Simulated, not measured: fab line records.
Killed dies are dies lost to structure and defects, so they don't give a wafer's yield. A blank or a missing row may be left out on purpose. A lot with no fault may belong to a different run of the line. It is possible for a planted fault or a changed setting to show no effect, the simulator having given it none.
fab line records	flow n5_finfet
[record] lots = 7	wafers = 39
route steps=1938 shown ZERO_LAYER@14 HKMG_FIN@397 MOL_CONTACT_COAG@584 BEOL_M2@844 BEOL_M4@1092 BEOL_M6@1194 BEOL_M11@1575 BEOL_M14@1762 MIM_TOP@1838 PASSIVATION@1930
start_h: start of the lot's first displayed wafer, in hours after the record's first day	wait_h: how many hours have passed since the lot's step before this one	" same as the row above	L1.1+2: one row covering several wafers at once	- no value, or no start was given	* or withheld: withheld	< > ~ a bound
route shown NAME@n: names a module that has steps shown in the file, with the first one's number in the route	usual: the fault-free wafers' mean and standard deviation	same: alike in all rows	chamber/n: place in a boat	sites: per-site readings	_std_site: standard deviation across them	_edge_site: outer sites' mean less inner sites'	radius_mm: for every site, how far away it sits from the centre of the wafer	mask NAME#n: copy n	behind: the most recent tool/chamber to have shaped the wafer	hold: the reason the lot was held/the length of the hold in hours/how it ended	device: the transistor (n, p or np) that didn't switch	end of line: tests run on the same wafers once the route is complete	where a step has no rows: the recipe by itself	killed: the dies lost at the first sort to structure and to defects; this is not the yield of the wafer	map: a wafer's dies, marking killed ones x, the rest . and places with no die _
set.NAME: setting as actually run; set.NAME@STEP: the setting as run at that earlier step	model.NAME: the simulator's own value behind a step, which no gauge read
lots run with intentionally changed settings; tables by step, rows by wafer
[[steps]]
[step N5_ZERO_LAYER_DESCUM_16]
[recipe] chemistry = O2	time_s = 7.9	source_power_w = 50	bias_power_w = 20	pressure_mtorr = 20	rf_frequency_hz = 2.712e+07	temp_c = 40	o2_flow_sccm = 225
[step N5_HKMG_FIN_DEVELOP_48]
[recipe] develop_time_s = 30	developer = TMAH	resist = CAR-ArF	rinse_liquid = diw	dry = air_spin	dev_temp_c = 23
[step N5_HKMG_FIN_NWFM_ALD_20]
[recipe] material = TiAlC	target_thk_a = 20	temp_c = 300	ald_precursor_family = TiCl4	ald_co_reactant = TEA	pulse_time_s = 3	purge_time_s = 2	co_reactant_purge_time_s = 2	co_reactant_pulse_time_s = 10	ald_cycles = 7	pressure_torr = 3
[step N5_MOL_CONTACT_COAG_ETCHBACK_135]
[recipe] chemistry = CHF3	target = SiO2	target_depth_a = 250	time_s = 16.7	ion_energy_ev = 200	pressure_mtorr = 30	source_w = 610	bias_w = 170	Ar_flow_sccm = 200	CHF3_flow_sccm = 50
[step N5_BEOL_M2_HM_DEP_02]
[recipe] material = TiN	target_thk_a = 200	temp_c = 25	chamber_pressure_pa = 0.49996
[step N5_BEOL_M4_SPUTTER_88]
[recipe] material = Cu	target_thk_a = 45	temp_c = -20	chamber_pressure_pa = 0.07	power_w = withheld	time_s = 8.29
[step N5_BEOL_M6_ILD_DEP_00]
[recipe] material = SiCOH_lowk	target_thk_a = 1797.5	temp_c = 300	precursor = DEMS/porogen	pressure_torr = 5	rf_w = 500	time_s = 33.4
[step N5_BEOL_M11_VIA_ETCH_34]
[recipe] chemistry = C4F6/O2	target = SiCOH_lowk	target_depth_a = 1845	mask_material = SOC	taper_deg = 4	time_s = 69.2	ion_energy_ev = 250	pressure_mtorr = 30	source_w = 345	bias_w = 185	Ar_flow_sccm = 300	C4F6_flow_sccm = 10	O2_flow_sccm = 10
[step N5_BEOL_M14_SPUTTER_43]
[recipe] material = TaN	target_thk_a = 150	temp_c = 50	bias_v = 168.6	power_w = 15000	chamber_pressure_pa = 0.12	time_s = 24.19
[step N5_MIM_TOP_SPUTTER_03]
[recipe] material = TiN	target_thk_a = 350	temp_c = 200	power_w = 3000	chamber_pressure_pa = 0.49996	gas = Ar	reactive_partial_pa = 0.37997	time_s = 89.7
[step N5_PASSIVATION_ETCH_54]
[recipe] chemistry = CHF3/O2	target = SiO2	target_depth_a = 8800	CHF3_flow_sccm = 50	O2_flow_sccm = 5	Ar_flow_sccm = 200	time_s = 440	mask_material = PR	pressure_mtorr = 30	source_w = 650	bias_w = 170	ion_energy_ev = 200
[step N5_PASSIVATION_PROBE_49]
[usual] killed_at_M4_up = 13/5.5
lot.wafer	tool	chamber	start_h	wait_h	set.time_s@ZERO_LAYER_DESCUM_16	set.develop_time_s@HKMG_FIN_DEVELOP_48	set.co_reactant_pulse_time_s@HKMG_FIN_NWFM_ALD_20	set.time_s@MOL_CONTACT_COAG_ETCHBACK_135	set.target_thk_a@BEOL_M2_HM_DEP_02	set.target_thk_a@BEOL_M4_SPUTTER_88	set.target_thk_a@BEOL_M6_ILD_DEP_00	set.time_s@BEOL_M11_VIA_ETCH_34	set.target_thk_a@BEOL_M14_SPUTTER_43	set.target_thk_a@MIM_TOP_SPUTTER_03	set.target_depth_a@PASSIVATION_ETCH_54	killed_at_M4_up
L076.1	prober-01	-	269.94	0.0	7.9	30	10	19.24	200	45	928.4	69.2	150	519.4	13720	1053
L076.2	prober-01	-	269.99	0.1	5.013	30	10	19.24	142.6	28.2	928.4	69.2	150	350	8800	1074
L076.3	prober-01	-	270.04	0.1	5.013	30	10	16.7	142.6	45	1797.5	69.2	150	350	8800	7
L076.4	prober-01	-	270.09	0.2	7.9	30	10	16.7	200	45	1797.5	69.2	150	519.4	8800	10
L076.5	prober-01	-	270.14	0.2	7.9	30	10	16.7	142.6	28.2	928.4	69.2	150	519.4	13720	998
L076.6	prober-01	-	270.19	0.3	5.013	30	10	19.24	200	28.2	1797.5	69.2	150	350	13720	16
L078.1	prober-02	-	281.71	0.0	7.9	30	7.34	11.35	200	61.58	1797.5	69.2	150	350	8800	7
L078.2	prober-02	-	281.76	0.1	7.9	14.86	10	11.35	200	61.58	734	55.36	62.4	350	8800	1095
L078.3	prober-02	-	281.81	0.1	7.9	14.86	7.34	11.35	200	45	1797.5	55.36	150	470.5	8800	310
L078.4	prober-02	-	281.86	0.2	7.9	30	10	16.7	200	45	734	69.2	62.4	470.5	8800	1086
L078.5	prober-02	-	281.91	0.2	7.9	30	10	16.7	200	45	1797.5	69.2	62.4	470.5	8800	8
L078.6	prober-02	-	281.96	0.3	7.9	14.86	7.34	16.7	200	61.58	734	55.36	150	350	8800	1086
L079.1	prober-02	-	292.81	0.0	7.9	30	10	16.7	200	45	1797.5	28.52	150	181.5	3521	1097
L079.2	prober-02	-	292.86	0.1	7.9	30	10	16.7	264.5	45	2163	69.2	150	181.5	8800	9
L079.3	prober-02	-	292.91	0.1	11.98	30	13.36	16.7	200	45	2163	69.2	150	181.5	3521	22
L079.4	prober-02	-	292.96	0.2	11.98	30	10	16.7	264.5	45	2163	28.52	150	350	8800	1058
L079.5	prober-02	-	293.01	0.2	11.98	30	13.36	16.7	264.5	45	1797.5	69.2	150	350	8800	20
L079.6	prober-02	-	293.06	0.3	7.9	30	13.36	16.7	200	45	1797.5	28.52	150	350	3521	1092
L082.1	prober-02	-	297.76	0.0	7.9	37.25	10	16.7	200	71.18	1797.5	69.2	79.4	350	8800	11
L082.2	prober-02	-	297.81	0.1	4.522	30	10	26.46	200	71.18	1797.5	69.2	79.4	350	13610	18
L082.3	prober-02	-	297.86	0.1	7.9	30	10	16.7	200	45	1797.5	69.2	150	350	13610	15
L082.4	prober-02	-	297.91	0.2	4.522	30	10	16.7	200	45	1797.5	69.2	79.4	350	8800	14
L082.5	prober-02	-	297.96	0.2	7.9	37.25	10	26.46	200	45	1797.5	69.2	150	350	13610	17
L082.6	prober-02	-	298.01	0.3	4.522	37.25	10	26.46	200	71.18	1797.5	69.2	150	350	8800	14
L089.2	prober-01	-	354.27	0.1	7.9	30	10	16.7	200	45	1797.5	69.2	150	350	8800	15
L089.3	prober-01	-	354.32	0.1	7.9	30	10	16.7	200	45	1797.5	69.2	150	350	8800	16
L089.6	prober-01	-	354.47	0.3	7.9	30	10	16.7	200	45	1797.5	69.2	150	350	8800	23
L091.1	prober-02	-	356.28	0.0	11.49	30	13.66	16.7	200	31.76	1797.5	69.2	115.5	350	5540	23
L091.2	prober-02	-	356.33	0.1	7.9	30	13.66	11.52	157.7	31.76	1797.5	69.2	150	447.5	8800	22
L091.3	prober-02	-	356.38	0.1	7.9	30	13.66	11.52	200	45	1797.5	69.2	150	447.5	5540	11
L091.4	prober-02	-	356.43	0.2	7.9	30	10	16.7	157.7	45	1797.5	69.2	115.5	350	5540	10
L091.5	prober-02	-	356.48	0.2	11.49	30	10	11.52	157.7	31.76	1797.5	69.2	150	350	8800	16
L091.6	prober-02	-	356.53	0.3	11.49	30	10	16.7	200	45	1797.5	69.2	115.5	447.5	8800	18
L092.1	prober-01	-	379.74	0.0	7.9	17.34	6.21	23.15	137	45	1797.5	69.2	209.5	350	8800	7
L092.2	prober-01	-	379.79	0.1	7.9	30	10	23.15	137	34.23	1797.5	69.2	150	350	8800	6
L092.3	prober-01	-	379.84	0.1	7.9	17.34	10	16.7	137	45	1797.5	49.64	150	350	13770	1058
L092.4	prober-01	-	379.89	0.2	7.9	30	6.21	16.7	200	34.23	1797.5	49.64	209.5	350	8800	1090
L092.5	prober-01	-	379.94	0.2	7.9	30	6.21	23.15	200	34.23	1797.5	49.64	150	350	13770	1003
L092.6	prober-01	-	379.99	0.3	7.9	17.34	10	16.7	200	45	1797.5	69.2	209.5	350	13770	9
// killed by level:class
L076.1 BEOL_M6:area_dep=1032 MIM_TOP:area_sputter=28 MOL_CONTACT_COAG:geometric_particle:open=13 BEOL_M4:geometric_particle:open=13 FIN_SAQP:geometric_particle:short=12 BEOL_M0_SAQP:geometric_particle:open=9 BEOL_M0_SAQP:geometric_particle:short=7 BEOL_M1:geometric_particle:open=7
L076.2 BEOL_M6:area_dep=1054 BEOL_M4:geometric_particle:open=12 MOL_CONTACT_COAG:geometric_particle:open=9 BEOL_M0_SAQP:geometric_particle:open=8 ILD0:geometric_particle:open=7 GATE_CUT:geometric_particle:open=7 FIN_SAQP:geometric_particle:open=6 FIN_SAQP:geometric_particle:short=6
L076.3 M3:area_ald=57 BEOL_M0_SAQP:geometric_particle:short=12 BEOL_M2:geometric_particle:open=11 BEOL_M0_SAQP:geometric_particle:open=8 FIN_SAQP:geometric_particle:short=7 BEOL_M0:geometric_particle:open=6 BEOL_M1:geometric_particle:open=6 BEOL_M3:geometric_particle:open=6
L076.4 MIM_TOP:area_sputter=1079 BEOL_M2:geometric_particle:open=10 FIN_SAQP:geometric_particle:short=9 BEOL_M0_SAQP:geometric_particle:open=8 FIN_SAQP:geometric_particle:open=7 MOL_CONTACT_COAG:geometric_particle:open=6 BEOL_M0_SAQP:geometric_particle:short=6 BEOL_M1:geometric_particle:open=5
L076.5 BEOL_M6:area_dep=983 M3:area_ald=67 MIM_TOP:area_sputter=28 FIN_SAQP:geometric_particle:open=11 BEOL_M4:geometric_particle:open=9 DUMMY_GATE:geometric_particle:open=8 BEOL_M2:geometric_particle:open=8 BEOL_M3:geometric_particle:open=7
L076.6 M3:area_ald=58 FIN_SAQP:geometric_particle:open=14 BEOL_M0_SAQP:geometric_particle:short=11 BEOL_M2:geometric_particle:open=10 MOL_CONTACT_COAG:geometric_particle:open=7 BEOL_M0_SAQP:geometric_particle:open=7 FIN_SAQP:geometric_particle:short=6 BEOL_M0:geometric_particle:open=4
L078.1 MOL_CONTACT_COAG:geometric_particle:open=10 GATE_CUT:geometric_particle:short=7 BEOL_M0_SAQP:geometric_particle:open=7 FIN_SAQP:geometric_particle:short=6 BEOL_M0_SAQP:geometric_particle:short=6 STARTING-WAFER:geometric_particle:short=6 FIN_SAQP:geometric_particle:open=5 STI_FIN_REVEAL:geometric_particle:open=5
L078.2 BEOL_M6:area_dep=1083 MOL_CONTACT_COAG:geometric_particle:open=25 BEOL_M2:geometric_particle:open=7 BEOL_M3:geometric_particle:open=6 BEOL_M4:geometric_particle:open=5 STI_FIN_REVEAL:geometric_particle:open=4 GATE_CUT:geometric_particle:open=4 MOL_CONTACT_COAG:geometric_particle:short=4
L078.3 MIM_TOP:area_sputter=775 BEOL_M11:area_etch=304 STI_FIN_REVEAL:geometric_particle:open=15 MOL_CONTACT_COAG:geometric_particle:open=13 BEOL_M0_SAQP:geometric_particle:short=10 BEOL_M0_SAQP:geometric_particle:open=8 BEOL_M0:geometric_particle:short=8 FIN_SAQP:geometric_particle:short=7
L078.4 BEOL_M6:area_dep=1058 MOL_CONTACT_COAG:geometric_particle:open=23 BEOL_M4:geometric_particle:open=19 BEOL_M3:geometric_particle:open=7 FIN_SAQP:geometric_particle:short=6 BEOL_M1:geometric_particle:open=6 BEOL_M1:geometric_particle:short=5 BEOL_M2:geometric_particle:short=5
L078.5 MIM_TOP:area_sputter=1068 MOL_CONTACT_COAG:geometric_particle:open=17 STI_FIN_REVEAL:geometric_particle:open=13 FIN_SAQP:geometric_particle:open=8 FIN_SAQP:geometric_particle:short=7 GATE_CUT:geometric_particle:short=6 DUMMY_GATE:geometric_particle:open=5 BEOL_M2:geometric_particle:open=5
L078.6 BEOL_M6:area_dep=1056 BEOL_M4:geometric_particle:open=11 BEOL_M0_SAQP:geometric_particle:short=10 FIN_SAQP:geometric_particle:open=7 BEOL_M0_SAQP:geometric_particle:open=7 BEOL_M3:geometric_particle:open=7 BEOL_M2:geometric_particle:open=6 BEOL_M0:geometric_particle:short=6
L079.1 BEOL_M11:area_etch=1085 STI_FIN_REVEAL:geometric_particle:open=15 FIN_SAQP:geometric_particle:short=13 ILD0:geometric_particle:short=8 BEOL_M0:geometric_particle:open=7 BEOL_M2:geometric_particle:open=7 STI_FIN_REVEAL:geometric_particle:short=5 ILD0:geometric_particle:open=5
L079.2 BEOL_M2:area_open=32 STI_FIN_REVEAL:geometric_particle:open=21 FIN_SAQP:geometric_particle:short=11 GATE_CUT:geometric_particle:short=8 GATE_CUT:geometric_particle:open=8 BEOL_M0_SAQP:geometric_particle:short=7 FIN_SAQP:geometric_particle:open=5 BEOL_M0_SAQP:geometric_particle:open=4
L079.3 PASSIVATION:area_etch=1089 STI_FIN_REVEAL:geometric_particle:open=14 BEOL_M4:geometric_particle:open=12 GATE_CUT:geometric_particle:short=7 BEOL_M3:geometric_particle:open=7 BEOL_M1:geometric_particle:open=6 BEOL_M2:geometric_particle:open=5 FIN_SAQP:geometric_particle:short=4
L079.4 BEOL_M11:area_etch=1047 STI_FIN_REVEAL:geometric_particle:open=24 MOL_CONTACT_COAG:geometric_particle:open=16 BEOL_M2:area_open=13 FIN_SAQP:geometric_particle:short=10 BEOL_M3:geometric_particle:open=9 FIN_SAQP:geometric_particle:open=8 BEOL_M0_SAQP:geometric_particle:short=8
L079.5 BEOL_M2:area_open=27 STI_FIN_REVEAL:geometric_particle:open=15 FIN_SAQP:geometric_particle:short=6 STI_FIN_REVEAL:geometric_particle:short=6 GATE_CUT:geometric_particle:short=6 FIN_SAQP:geometric_particle:open=5 BEOL_M4:geometric_particle:open=5 BEOL_M5:geometric_particle:open=5
L079.6 BEOL_M11:area_etch=1081 STI_FIN_REVEAL:geometric_particle:open=18 BEOL_M3:geometric_particle:open=8 FIN_SAQP:geometric_particle:short=6 GATE_CUT:geometric_particle:open=6 BEOL_M2:geometric_particle:open=6 GATE_CUT:geometric_particle:short=5 BEOL_M0_SAQP:geometric_particle:short=4
L082.1 STI_FIN_REVEAL:geometric_particle:open=10 BEOL_M3:geometric_particle:open=9 MOL_CONTACT_COAG:geometric_particle:open=7 BEOL_M1:geometric_particle:open=6 STARTING-WAFER:geometric_particle:short=6 FIN_SAQP:geometric_particle:open=5 FIN_SAQP:geometric_particle:short=5 BEOL_M0:geometric_particle:open=5
L082.2 M3:area_ald=17 STI_FIN_REVEAL:geometric_particle:open=10 FIN_SAQP:geometric_particle:open=8 BEOL_M4:geometric_particle:open=7 BEOL_M3:geometric_particle:open=6 BEOL_M4:geometric_particle:short=6 DUMMY_GATE:geometric_particle:open=5 MOL_CONTACT_COAG:geometric_particle:open=5
L082.3 STI_FIN_REVEAL:geometric_particle:open=18 MOL_CONTACT_COAG:geometric_particle:open=6 BEOL_M1:geometric_particle:open=6 BEOL_M4:geometric_particle:open=6 STI_FIN_REVEAL:geometric_particle:short=4 GATE_CUT:geometric_particle:short=4 BEOL_M0_SAQP:geometric_particle:open=4 FIN_SAQP:geometric_particle:open=3
L082.4 M3:area_ald=22 MOL_CONTACT_COAG:geometric_particle:open=8 FIN_SAQP:geometric_particle:open=8 BEOL_M3:geometric_particle:open=7 STI_FIN_REVEAL:geometric_particle:open=6 BEOL_M2:geometric_particle:open=6 FIN_SAQP:geometric_particle:short=5 GATE_CUT:geometric_particle:short=5
L082.5 M3:area_ald=21 FIN_SAQP:geometric_particle:short=17 STI_FIN_REVEAL:geometric_particle:open=10 BEOL_M2:geometric_particle:open=9 BEOL_M3:geometric_particle:open=9 MOL_CONTACT_COAG:geometric_particle:open=7 BEOL_M1:geometric_particle:open=7 FIN_SAQP:geometric_particle:open=5
L082.6 FIN_SAQP:geometric_particle:short=9 MOL_CONTACT_COAG:geometric_particle:open=9 BEOL_M2:geometric_particle:open=7 FIN_SAQP:geometric_particle:open=6 BEOL_M4:geometric_particle:open=5 STI_FIN_REVEAL:geometric_particle:open=4 BEOL_M0_SAQP:geometric_particle:open=4 BEOL_M1:geometric_particle:open=4
L089.2 FIN_SAQP:geometric_particle:short=23 FIN_SAQP:geometric_particle:open=16 BEOL_M4:geometric_particle:open=7 BEOL_M3:geometric_particle:short=5 BEOL_M3:geometric_particle:open=5 STARTING-WAFER:geometric_particle:open=4 MOL_CONTACT_COAG:geometric_particle:open=4 BEOL_M0_SAQP:geometric_particle:short=4
L089.3 BEOL_M0_SAQP:geometric_particle:open=18 FIN_SAQP:geometric_particle:short=17 FIN_SAQP:geometric_particle:open=14 MOL_CONTACT_COAG:geometric_particle:open=14 BEOL_M3:geometric_particle:open=14 BEOL_M0_SAQP:geometric_particle:short=13 DUMMY_GATE:geometric_particle:open=6 BEOL_M2:geometric_particle:open=6
L089.6 FIN_SAQP:geometric_particle:short=12 MOL_CONTACT_COAG:geometric_particle:open=10 BEOL_M2:geometric_particle:open=9 BEOL_M0_SAQP:geometric_particle:open=6 BEOL_M0:geometric_particle:open=6 BEOL_M3:geometric_particle:short=5 BEOL_M4:geometric_particle:open=5 FIN_SAQP:geometric_particle:open=4
L091.1 PASSIVATION:area_etch=1066 MOL_CONTACT_COAG:geometric_particle:open=14 BEOL_M2:geometric_particle:open=12 FIN_SAQP:geometric_particle:short=10 BEOL_M4:geometric_particle:open=10 FIN_SAQP:geometric_particle:open=9 STI_FIN_REVEAL:geometric_particle:open=6 BEOL_M0_SAQP:geometric_particle:open=6
L091.2 MIM_TOP:area_sputter=1081 MOL_CONTACT_COAG:geometric_particle:open=13 FIN_SAQP:geometric_particle:open=10 FIN_SAQP:geometric_particle:short=9 BEOL_M4:geometric_particle:open=8 GATE_CUT:geometric_particle:short=6 MOL_CONTACT_COAG:geometric_particle:short=5 BEOL_M0_SAQP:geometric_particle:short=5
L091.3 MIM_TOP:area_sputter=1069 FIN_SAQP:geometric_particle:open=17 STI_FIN_REVEAL:geometric_particle:open=15 FIN_SAQP:geometric_particle:short=12 MOL_CONTACT_COAG:geometric_particle:open=10 BEOL_M1:geometric_particle:open=7 BEOL_M0_SAQP:geometric_particle:open=5 BEOL_M0_SAQP:geometric_particle:short=4
L091.4 PASSIVATION:area_etch=1080 BEOL_M0_SAQP:geometric_particle:short=12 MOL_CONTACT_COAG:geometric_particle:open=10 FIN_SAQP:geometric_particle:short=7 STI_FIN_REVEAL:geometric_particle:open=7 BEOL_M2:geometric_particle:open=7 BEOL_M4:geometric_particle:open=6 FIN_SAQP:geometric_particle:open=5
L091.5 MOL_CONTACT_COAG:geometric_particle:open=16 BEOL_M0_SAQP:geometric_particle:open=10 STI_FIN_REVEAL:geometric_particle:open=8 FIN_SAQP:geometric_particle:short=7 BEOL_M1:geometric_particle:open=7 BEOL_M2:geometric_particle:open=7 FIN_SAQP:geometric_particle:open=5 BEOL_M4:geometric_particle:open=5
L091.6 MIM_TOP:area_sputter=1077 MOL_CONTACT_COAG:geometric_particle:open=20 BEOL_M4:geometric_particle:open=11 FIN_SAQP:geometric_particle:short=9 FIN_SAQP:geometric_particle:open=8 BEOL_M0_SAQP:geometric_particle:open=8 STI_FIN_REVEAL:geometric_particle:open=6 BEOL_M0_SAQP:geometric_particle:short=6
L092.1 M3:area_ald=323 BEOL_M3:geometric_particle:open=17 FIN_SAQP:geometric_particle:open=9 MOL_CONTACT_COAG:geometric_particle:open=9 BEOL_M2:geometric_particle:open=6 STI_FIN_REVEAL:geometric_particle:open=5 GATE_CUT:geometric_particle:short=5 BEOL_M3:geometric_particle:short=5
L092.2 MOL_CONTACT_COAG:geometric_particle:open=13 FIN_SAQP:geometric_particle:open=11 FIN_SAQP:geometric_particle:short=7 BEOL_M1:geometric_particle:open=7 DUMMY_GATE:geometric_particle:open=5 GATE_CUT:geometric_particle:short=5 BEOL_M0_SAQP:geometric_particle:short=5 BEOL_M0_SAQP:geometric_particle:open=4
L092.3 BEOL_M11:area_etch=1054 FIN_SAQP:geometric_particle:open=13 BEOL_M3:geometric_particle:open=13 MOL_CONTACT_COAG:geometric_particle:open=9 FIN_SAQP:geometric_particle:short=6 STI_FIN_REVEAL:geometric_particle:open=6 PASS1_CAP:geometric_particle:short=6 BEOL_M0_SAQP:geometric_particle:short=5
L092.4 BEOL_M11:area_etch=1087 FIN_SAQP:geometric_particle:open=16 BEOL_M0_SAQP:geometric_particle:short=12 BEOL_M0_SAQP:geometric_particle:open=9 STI_FIN_REVEAL:geometric_particle:open=7 FIN_SAQP:geometric_particle:short=4 DUMMY_GATE:geometric_particle:open=4 MOL_CONTACT_COAG:geometric_particle:open=4
L092.5 BEOL_M11:area_etch=992 M3:area_ald=91 FIN_SAQP:geometric_particle:open=9 FIN_SAQP:geometric_particle:short=9 BEOL_M3:geometric_particle:open=7 STI_FIN_REVEAL:geometric_particle:open=6 MOL_CONTACT_COAG:geometric_particle:open=5 SPACER0:geometric_particle:open=4
L092.6 M3:area_ald=293 FIN_SAQP:geometric_particle:open=16 STI_FIN_REVEAL:geometric_particle:open=11 MOL_CONTACT_COAG:geometric_particle:open=9 DUMMY_GATE:geometric_particle:open=8 BEOL_M0_SAQP:geometric_particle:short=7 BEOL_M0_SAQP:geometric_particle:open=5 BEOL_M1:geometric_particle:open=5
[[key]]
[split] step = N5_ZERO_LAYER_DESCUM_16	setting = time_s	stated_as = 7.9
response none clear
[split] step = N5_HKMG_FIN_DEVELOP_48	setting = develop_time_s	stated_as = 30
response none clear
[split] step = N5_HKMG_FIN_NWFM_ALD_20	setting = co_reactant_pulse_time_s	stated_as = 10
response none clear
[split] step = N5_MOL_CONTACT_COAG_ETCHBACK_135	setting = time_s	stated_as = 16.7
response none clear
[split] step = N5_BEOL_M2_HM_DEP_02	setting = target_thk_a	stated_as = 200
response none clear
[split] step = N5_BEOL_M4_SPUTTER_88	setting = target_thk_a	stated_as = 45
response none clear
[split] step = N5_BEOL_M6_ILD_DEP_00	setting = target_thk_a	stated_as = 1797.5
[response] step = N5_PASSIVATION_PROBE_49	reading = killed_at_M4_up	slope = -17	per = 1%	together_with = all	explained = 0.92
[split] step = N5_BEOL_M11_VIA_ETCH_34	setting = time_s	stated_as = 69.2
[response] step = N5_PASSIVATION_PROBE_49	reading = killed_at_M4_up	slope = -19.1	per = 1%	together_with = all	explained = 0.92
[split] step = N5_BEOL_M14_SPUTTER_43	setting = target_thk_a	stated_as = 150
response none clear
[split] step = N5_MIM_TOP_SPUTTER_03	setting = target_thk_a	stated_as = 350
response none clear
[split] step = N5_PASSIVATION_ETCH_54	setting = target_depth_a	stated_as = 8800
response none clear
